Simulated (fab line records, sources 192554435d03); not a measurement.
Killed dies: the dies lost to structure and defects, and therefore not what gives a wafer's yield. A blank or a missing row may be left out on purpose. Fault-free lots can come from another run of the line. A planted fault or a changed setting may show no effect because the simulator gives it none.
What tool caused it? | flow n5-finfet | Sampling: 9 lots, 26 wafers, 5 of 1938 route steps

== WHAT THE GAUGES SHOWED, per wafer ==
N5_BEOL_M4_RC_MEAS_101.
lot  | measured     | on        | DIBL_N (mV/V)
L657 | day 8 02:34  | prober-01 | 37.8 37.7 35.5
L661 | day 8 22:09  | prober-01 | 39.5 37.1 38.1
L663 | day 9 08:32  | prober-02 | 34.7
L664 | day 9 10:31  | prober-02 | 37.0
L671 | day 13 09:56 | prober-01 | 33.6 38.5 33.4
L673 | day 14 13:00 | prober-02 | 32.9 33.7 33.4
L675 | day 14 18:15 | prober-02 | 37.5 37.8 39.2
L678 | day 14 15:30 | prober-01 | 36.0 37.3
L679 | day 14 00:14 | prober-02 | 36.3 38.9 38.1

== TOOL THAT RAN EACH LOT (tool first, then ch and the chambers of the sampled wafers, then the start) ==
lot  | N5_MOL_CONTACT_COAG_ETCH_110      | N5_MOL_CONTACT_COAG_CO_FILL_22   | N5_MOL_CONTACT_COAG_ALD_27        | N5_MOL_CONTACT_COAG_ALD_123
L657 | rie-diel-05 ch 0,2, day 4 16:09   | cvd-co-02 ch 0,1, day 4 18:47    | ald-sin-03 ch 0,2,3, day 4 22:58  | ald-sin-01 ch 0,2,3, day 5 01:31
L661 | rie-diel-05 ch 0,1,2, day 5 17:17 | cvd-co-01 ch 0,2, day 5 20:01    | ald-sin-02 ch 0,2,3, day 6 02:08  | ald-sin-01 ch 1,2,3, day 6 04:02
L663 | rie-diel-06 ch 0,2,3, day 6 03:53 | cvd-co-02 ch 0,1,2, day 6 09:35  | ald-sin-02 ch 0,1,2, day 6 12:41  | ald-sin-01 ch 0,1,2, day 6 14:36
L664 | rie-diel-06 ch 0,1, day 6 10:07   | cvd-co-01 ch 0,2, day 6 13:07    | ald-sin-01 ch 1,2, day 6 17:38    | ald-sin-01 ch 0,1,3, day 6 19:32
L671 | rie-diel-06 ch 0,2,3, day 8 03:28 | cvd-co-01 ch 0,1, day 8 05:07    | ald-sin-01 ch 0,1,2, day 8 10:06  | ald-sin-02 ch 0,1,3, day 8 13:04
L673 | rie-diel-05 ch 0,2,3, day 8 14:59 | cvd-co-01 ch 0,2, day 8 17:14    | ald-sin-03 ch 0,1,2, day 8 22:25  | ald-sin-02 ch 1,2,3, day 9 00:19
L675 | rie-diel-01 ch 0,2,3, day 9 05:29 | cvd-co-01 ch 0,1,2, day 9 09:04  | ald-sin-01 ch 0,2, day 9 13:04    | ald-sin-01 ch 0,1, day 9 14:58
L678 | rie-diel-05 ch 0,2, day 10 02:04  | cvd-co-01 ch 2, day 10 03:44     | ald-sin-02 ch 0,3, day 10 06:51   | ald-sin-01 ch 2, day 10 08:53
L679 | rie-diel-06 ch 1,2, day 10 06:53  | cvd-co-01 ch 0,1,2, day 10 08:29 | ald-sin-01 ch 0,1,3, day 10 11:22 | ald-sin-02 ch 2,3, day 10 13:16
- N5_MOL_CONTACT_COAG_ETCH_110: etches Si in CF4/O2, target depth 2.5 nm, time 8 s.
- N5_MOL_CONTACT_COAG_CO_FILL_22: material Co, precursor CCTBA/H2, target thk 20 nm.
- N5_MOL_CONTACT_COAG_ALD_27: deposits SiOC, target thk 17 nm, pulse time 1.5 s, time 2720 s.
- N5_MOL_CONTACT_COAG_ALD_123: deposits SiNx, target thk 5 nm, pulse time 1 s, purge time 2 s.

== THE ANSWER, worked out from the rows above alone ==
Rule: usual is defined by the lots themselves. Put in order of their means at a reading, lots are off if they are a third of the lots or fewer, leave a main group of 4 or more, and stand apart from it by a gap of 3 or more times the standard deviation of the main group's means; of several such gaps the widest counts. The tables above print the reading to a certain number of digits; a main group whose means all agree to those digits is not used. Also off: a lot with no number at a reading for which 4 or more lots have one. All remaining lots with rows at the step are treated as sound.
No lot is off at any reading shown: from this, nothing can be told.

== WHAT WAS PUT IN BY THE SIMULATOR ==
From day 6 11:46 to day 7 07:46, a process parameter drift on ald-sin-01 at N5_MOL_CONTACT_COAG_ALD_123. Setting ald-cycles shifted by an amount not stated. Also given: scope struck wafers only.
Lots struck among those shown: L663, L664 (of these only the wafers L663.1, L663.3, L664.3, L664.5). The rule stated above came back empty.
